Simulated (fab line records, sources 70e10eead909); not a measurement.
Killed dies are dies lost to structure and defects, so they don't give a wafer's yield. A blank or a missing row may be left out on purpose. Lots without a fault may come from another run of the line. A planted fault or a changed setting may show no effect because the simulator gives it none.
Tool commonality check | flow nand_harc | 12 lots, 36 wafers sampled

WHY IT WAS OPENED
At NHARC_A_SOURCE_PLATE_THK_MEAS_06 the reading thk_nm is flagged on 2 of 12 lots. Wafers without a fault read 199.3 nm, standard deviation 2.2.
Rule: a lot is flagged when every wafer of it that has a number lies more than 4 standard deviations from that mean, or none has a number. The other lots count as sound.

lot  | measured     | on            | thk_nm (nm), wafer by wafer | flag
L492 | day 8 02:01  | film_metro-02 | 199.7 199.4 199.3           |
L493 | day 8 11:41  | film_metro-02 | 202.1 200.1 200.6           |
L496 | day 9 14:23  | film_metro-02 | 201.7 202.4 204.6           |
L497 | day 10 13:52 | film_metro-02 | 201.1 200.8 200.6           |
L498 | day 11 01:35 | film_metro-02 | 202.7 202.0 198.2           |
L501 | day 11 22:47 | film_metro-01 | 198.1 196.3 197.6           |
L502 | day 12 13:20 | film_metro-02 | 201.8 199.8 198.9           |
L506 | day 13 16:37 | film_metro-02 | 286.8 287.7 287.0           | FLAGGED
L505 | day 13 16:37 | film_metro-01 | 284.4 285.6 284.9           | FLAGGED
L512 | day 16 13:49 | film_metro-02 | 199.5 196.0 200.0           |
L513 | day 16 13:50 | film_metro-02 | 199.0 199.2 197.7           |
L514 | day 17 04:11 | film_metro-02 | 197.0 197.2 198.1           |
The numbers of the flagged lots are 286.1 nm on average: +86.8 nm against the usual, or +39 standard deviations.

WHICH TOOL RAN EACH LOT
The record holds 2 process steps before the reading, out of a route of 1302 steps. In each cell: the tool, then ch and the chambers that the sampled wafers went through, then the start.
lot  | flag    | NHARC_P_BONDPAD_DESCUM_11          | NHARC_A_SOURCE_PLATE_CVD_03
L492 |         | rie_diel-02 ch 0,3, day 7 00:57    | lpcvd_poly-02 ch 0, day 7 15:18
L493 |         | rie_diel-02 ch 1,3, day 7 10:23    | lpcvd_poly-04 ch 0, day 8 01:16
L496 |         | rie_diel-09 ch 1,2,3, day 8 12:21  | lpcvd_poly-02 ch 0, day 9 04:22
L497 |         | rie_diel-09 ch 0,2,3, day 9 11:03  | lpcvd_poly-04 ch 0, day 10 03:04
L498 |         | rie_diel-09 ch 0,2,3, day 9 18:05  | lpcvd_poly-04 ch 0, day 10 11:24
L501 |         | rie_diel-11 ch 0,2,3, day 10 18:13 | lpcvd_poly-04 ch 0, day 11 10:17
L502 |         | rie_diel-02 ch 0,1, day 11 08:41   | lpcvd_poly-02 ch 0, day 12 03:04
L506 | FLAGGED | rie_diel-09 ch 1,2,3, day 12 15:13 | lpcvd_poly-02 ch 0, day 13 03:49
L505 | FLAGGED | rie_diel-02 ch 0,1, day 12 13:03   | lpcvd_poly-02 ch 0, day 13 03:49
L512 |         | rie_diel-02 ch 2,3, day 15 13:15   | lpcvd_poly-02 ch 0, day 16 03:20
L513 |         | rie_diel-09 ch 0,1,3, day 15 12:01 | lpcvd_poly-02 ch 0, day 16 03:20
L514 |         | rie_diel-11 ch 0,1,3, day 16 00:58 | lpcvd_poly-01 ch 0, day 16 15:34
What these steps do:
- NHARC_P_BONDPAD_DESCUM_11: chemistry O2, time 3 s.
- NHARC_A_SOURCE_PLATE_CVD_03: deposits poly-Si, target thk 200 nm, time 4000 s.
- NHARC_A_SOURCE_PLATE_THK_MEAS_06: measures by ellipsometry.

FLAGGED OVER TOTAL, TOOL BY TOOL (the gauges that took the reading come last)
step                             | tool          | lots run | flagged | share of the flagged lots | sound lots run after its first flagged lot
NHARC_P_BONDPAD_DESCUM_11        | rie_diel-02   | 5        | 1       | some                      | 1 (L512)
NHARC_P_BONDPAD_DESCUM_11        | rie_diel-09   | 5        | 1       | some                      | 1 (L513)
NHARC_P_BONDPAD_DESCUM_11        | rie_diel-11   | 2        | 0       | none                      | -
NHARC_A_SOURCE_PLATE_CVD_03      | lpcvd_poly-01 | 1        | 0       | none                      | -
NHARC_A_SOURCE_PLATE_CVD_03      | lpcvd_poly-02 | 7        | 2       | all                       | 2 (L512,L513)
NHARC_A_SOURCE_PLATE_CVD_03      | lpcvd_poly-04 | 4        | 0       | none                      | -
NHARC_A_SOURCE_PLATE_THK_MEAS_06 | film_metro-01 | 2        | 1       | some                      | 0
NHARC_A_SOURCE_PLATE_THK_MEAS_06 | film_metro-02 | 10       | 1       | some                      | 3 (L512,L513,L514)

WHAT THE TABLE ALLOWS
1 row of the table ran every flagged lot: lpcvd_poly-02 at NHARC_A_SOURCE_PLATE_CVD_03.
- lpcvd_poly-02 at NHARC_A_SOURCE_PLATE_CVD_03: 2 of its 7 lots flagged. Sound lots ran on it after the first flagged one (L512, L513), which a lasting fault on the whole tool wouldn't allow. Its own readings lie more than 4 standard deviations out on every wafer of the flagged lots: spike_tc_bottom_C, spike_tc_centre_C, spike_tc_lower_C, spike_tc_top_C, spike_tc_upper_C.
No row of the table ran every flagged lot and no sound lot after the first.

WHAT THE SIMULATOR HAD PUT IN
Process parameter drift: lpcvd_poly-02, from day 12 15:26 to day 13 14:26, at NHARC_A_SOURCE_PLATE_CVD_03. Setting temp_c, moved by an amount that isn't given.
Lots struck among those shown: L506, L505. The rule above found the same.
